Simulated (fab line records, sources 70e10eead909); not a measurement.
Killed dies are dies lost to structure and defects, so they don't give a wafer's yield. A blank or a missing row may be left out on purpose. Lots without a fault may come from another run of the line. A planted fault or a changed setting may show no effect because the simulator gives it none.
fab line records | flow nand_harc
record lots=6 wafers=16 last_day=24
route steps=1159 shown A_ONON_D1@432
lots that met no fault: from a run of the same line without faults
start_h: hours from the record's first day to the start of the lot's first wafer shown | wait_h: hours since the lot's step before | " the same as in the row above | L1.1+2: a row that stands for several wafers | - no value, or no start given | * or withheld: withheld | < > ~ a bound
route shown NAME@n: a module of which the file shows steps, and the number in the route of the first | usual: mean/standard deviation of fault-free wafers | same: alike in all rows | chamber/n: place in a boat | sites: the reading at each site | _std_site: their standard deviation | _edge_site: outer sites' mean less inner sites' | radius_mm: how far each site lies from the wafer's centre | mask NAME#n: copy n | behind: the tool/chamber that last shaped the wafer | hold: why the lot was held/for how many hours/how that ended | device: the transistor (n, p or np) that didn't switch | end of line: the same wafers' tests at the end of the route | a step without rows: its recipe alone | killed: dies lost to structure and defects at the first sort, not the wafer's yield | map: a wafer's dies, x killed, . not, _ none there
set.NAME: the setting as run; set.NAME@STEP: as run at that earlier step | model.NAME: the simulator's own value behind a step, which no gauge read
lots at some steps of the route; a table a step, a row a wafer
services: from which hour (start_h, from the record's first day; less than 0 if before it) a tool's chamber was out of use, for how many hours, and why
## steps
# step NHARC_A_ONON_D1_DEP_12
# recipe target_thk_a=10000 n2_flow_sccm=2750 n2o_flow_sccm=2000 nh3_flow_sccm=500 sih4_flow_sccm=210 temp_c=400
# step NHARC_A_ONON_D1_THK_MEAS_14
# recipe thk_meas_gauge=ellipsometry
# usual thk_nm=997/9.3
# columns lot.wafer tool chamber start_h wait_h thk_nm
L792.1 film_metro-02 - 161.12 - 999
L792.2 " - " " 1001
L792.6 " - " " 999
L797.2 film_metro-01 - 192.08 - 1003
L797.6 " - " " 1006
L798.2 film_metro-01 - 202.26 - 999
L798.6 " - " " 996
L806.1 film_metro-01 - 254.22 - 983
L806.2 " - " " 984
L806.5 " - " " 985
L808.1 film_metro-01 - 266.60 - 991
L808.4 " - " " 994
L808.6 " - " " 993
L811.2 film_metro-01 - 278.38 - 991
L811.3 " - " " 990
L811.6 " - " " 990
# step NHARC_A_ONON_D1_ANNEAL_15
# recipe temp_c=750 time_s=3600
# step NHARC_A_ONON_D1_DEP_16
# recipe target_thk_a=10000 n2_flow_sccm=2750 n2o_flow_sccm=2000 nh3_flow_sccm=500 sih4_flow_sccm=210 temp_c=400
# step NHARC_A_ONON_D1_THK_MEAS_18
# recipe thk_meas_gauge=ellipsometry
# usual thk_nm=1008/11
# columns lot.wafer tool chamber start_h wait_h thk_nm
L792.1 film_metro-01 - 168.09 - 1023
L792.2 " - " " 1021
L792.6 " - " " 1023
L797.2 film_metro-02 - 199.48 - 1018
L797.6 " - " " 1018
L798.2 film_metro-02 - 209.34 - 997
L798.6 " - " " 994
L806.1 film_metro-02 - 262.96 - 1019
L806.2 " - " " 1019
L806.5 " - " " 1019
L808.1 film_metro-01 - 273.76 - 1018
L808.4 " - " " 1017
L808.6 " - " " 1018
L811.2 film_metro-02 - 287.22 - 1008
L811.3 " - " " 1008
L811.6 " - " " 1007
# step NHARC_A_ONON_D1_DEP_19
# recipe target_thk_a=10000 n2_flow_sccm=2750 n2o_flow_sccm=2000 nh3_flow_sccm=500 sih4_flow_sccm=210 temp_c=400
# step NHARC_A_ONON_D1_THK_MEAS_21
# recipe thk_meas_gauge=ellipsometry
# usual thk_nm=1000/9.2
# columns lot.wafer tool chamber start_h wait_h thk_nm
L792.1 film_metro-02 - 168.66 - 1009
L792.2 " - " " 1009
L792.6 " - " " 1009
L797.2 film_metro-01 - 200.19 - 986
L797.6 " - " " 987
L798.2 film_metro-02 - 209.91 - 993
L798.6 " - " " 996
L806.1 film_metro-02 - 263.53 - 1011
L806.2 " - " " 1012
L806.5 " - " " 1012
L808.1 film_metro-02 - 274.46 - 1008
L808.4 " - " " 1008
L808.6 " - " " 1009
L811.2 film_metro-01 - 287.79 - 999
L811.3 " - " " 999
L811.6 " - " " 998
# step NHARC_A_ONON_D1_DEP_22
# recipe target_thk_a=10000 n2_flow_sccm=2750 n2o_flow_sccm=2000 nh3_flow_sccm=500 sih4_flow_sccm=210 temp_c=400
# step NHARC_A_ONON_D1_THK_MEAS_24
# recipe thk_meas_gauge=ellipsometry
# usual thk_nm=1002/10
# columns lot.wafer tool chamber start_h wait_h thk_nm
L792.1 film_metro-01 - 169.23 - 988
L792.2 " - " " 987
L792.6 " - " " 989
L797.2 film_metro-01 - 200.88 - 1009
L797.6 " - " " 1007
L798.2 film_metro-01 - 210.50 - 987
L798.6 " - " " 989
L806.1 film_metro-02 - 264.29 - 1007
L806.2 " - " " 1007
L806.5 " - " " 1007
L808.1 film_metro-02 - 275.02 - 995
L808.4 " - " " 997
L808.6 " - " " 995
L811.2 film_metro-02 - 288.36 - 1019
L811.3 " - " " 1019
L811.6 " - " " 1020
# step NHARC_A_ONON_D1_DEP_25
# recipe target_thk_a=10000 n2_flow_sccm=2750 n2o_flow_sccm=2000 nh3_flow_sccm=500 sih4_flow_sccm=210 temp_c=400
# step NHARC_A_ONON_D1_THK_MEAS_27
# recipe thk_meas_gauge=ellipsometry
# usual thk_nm=995/8.9
# columns lot.wafer tool chamber start_h wait_h thk_nm
L792.1 film_metro-02 - 169.79 - 991
L792.2 " - " " 990
L792.6 " - " " 989
L797.2 film_metro-02 - 201.58 - 1010
L797.6 " - " " 1011
L798.2 film_metro-02 - 211.07 - 1001
L798.6 " - " " 1001
L806.1 film_metro-01 - 265.00 - 975
L806.2 " - " " 974
L806.5 " - " " 973
L808.1 film_metro-01 - 275.59 - 994
L808.4 " - " " 993
L808.6 " - " " 995
L811.2 film_metro-02 - 288.93 - 1002
L811.3 " - " " 1003
L811.6 " - " " 1003
# step NHARC_A_ONON_D1_DEP_28
# recipe target_thk_a=10000 n2_flow_sccm=2750 n2o_flow_sccm=2000 nh3_flow_sccm=500 sih4_flow_sccm=210 temp_c=400
# columns lot.wafer tool chamber start_h wait_h
L792.1+2+6 pecvd_onon-04 0 169.85 0.1
L797.2+6 pecvd_onon-04 0 201.83 0.2
L798.2+6 pecvd_onon-04 0 211.18 0.1
L806.1+2+5 pecvd_onon-01 0 265.19 0.2
L808.1+4+6 pecvd_onon-03 0 275.84 0.3
L811.2+3+6 pecvd_onon-03 0 289.04 0.1
# step NHARC_A_ONON_D1_THK_MEAS_30
# recipe thk_meas_gauge=ellipsometry
# usual thk_nm=998/7.3
# columns lot.wafer tool chamber start_h wait_h thk_nm
L792.1 film_metro-01 - 170.37 - 994
L792.2 " - " " 994
L792.6 " - " " 994
L797.2 film_metro-01 - 202.28 - 688
L797.6 " - " " 998
L798.2 film_metro-02 - 211.64 - 681
L798.6 " - " " 992
L806.1 film_metro-02 - 265.70 - 996
L806.2 " - " " 997
L806.5 " - " " 994
L808.1 film_metro-02 - 276.36 - 994
L808.4 " - " " 994
L808.6 " - " " 995
L811.2 film_metro-01 - 289.52 - 987
L811.3 " - " " 988
L811.6 " - " " 988
# step NHARC_A_ONON_D1_DEP_33
# recipe target_thk_a=2000 temp_c=400 pressure_torr=6.5 rf_w=900 teos_flow_sccm=161.4 flow_sccm=2650 target_thk_nm=200 gas=O2 material=SiO2
# usual heater_power_w=575/100 throttle_valve_pct=15.79/0.29
# columns lot.wafer tool chamber start_h wait_h heater_power_w since_wet_clean_h throttle_valve_pct
L792.2 pecvd-04 2 170.63 0.3 550 144 16.51
L792.1 " 0 " " 558 144 15.84
L792.6 " 2 " " 554 - 16.32
L797.2 pecvd-03 1 202.38 0.1 547 78 15.99
L797.6 " 2 " " 493 - 15.93
L798.2 pecvd-04 2 211.79 0.1 632 4 16.37
L798.6 " 0 " " 612 - 15.41
L806.2 pecvd-02 1 265.76 0.1 597 100 15.95
L806.1 " 0 " " 547 100 15.34
L806.5 " 1 " " 612 - 15.90
L808.1 pecvd-02 1 276.47 0.1 556 110 16.03
L808.4 " 1 " " 546 - 15.86
L808.6 " 0 " " 569 - 15.56
L811.3 pecvd-03 1 289.58 0.1 617 166 16.09
L811.2 " 0 " " 454 166 15.68
L811.6 " 0 " " 474 - 15.65
## services
# columns tool chamber start_h hours kind
pecvd_onon-03 - 153.00 13.0 pm
pecvd-02 - 153.16 13.0 pm
pecvd-02 0 153.16 13.0 vent_cycle
pecvd-02 1 153.16 13.0 vent_cycle
pecvd-02 2 153.16 13.0 vent_cycle
pecvd-04 0 163.40 2.0 repair
pecvd-02 0 166.16 - clean
pecvd-02 1 166.16 - clean
pecvd-02 2 166.16 - clean
pecvd-02 - 171.64 1.1 repair
pecvd_onon-01 - 172.79 7.4 repair
pecvd_onon-01 - 195.00 13.0 pm
pecvd-04 - 195.11 13.0 pm
pecvd-04 0 195.11 13.0 vent_cycle
pecvd-04 1 195.11 13.0 vent_cycle
pecvd-04 2 195.11 14.7 vent_cycle
pecvd-04 0 208.11 - clean
pecvd-04 1 208.11 - clean
pecvd-02 - 233.64 2.6 repair
pecvd_onon-04 - 237.00 13.0 pm
pecvd-04 2 269.94 18.9 repair
## key
first_sign step=NHARC_A_ONON_D1_THK_MEAS_30 reading=thk_nm direction=down sigmas=43 usual=998 struck=684
effect none on later readings
met_at NHARC_A_ONON_D1_DEP_28
struck_wafers L797.2,L798.2
later_rows_left_out L797.2,L798.2
sort_left_out L797.2,L798.2
tester_left_out L797,L798
onset_between 169.85 201.83
fault kind=process_parameter_drift tool=pecvd_onon-04 chamber=- onset_h=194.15 steps=NHARC_A_ONON_D1_DEP_28 channel=target_thk_a offset=* shape=step end_h=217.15 scope=struck_wafers_only acts_in=* stated=*
# tester_left_out: of these lots the tester's yield and bins aren't shown, on N5 and GAA mostly nor the transistor test; their killed dies are dies lost to structure and defects alone, not to doping, threshold or leakage, so they don't give the yield
# sort_left_out: the simulated sort isn't trusted on such a fault, so these wafers' sort isn't shown, and their yield isn't known
# later_rows_left_out: the simulator's readings of these wafers behind a module that went badly wrong aren't trusted and aren't shown, but for the sort
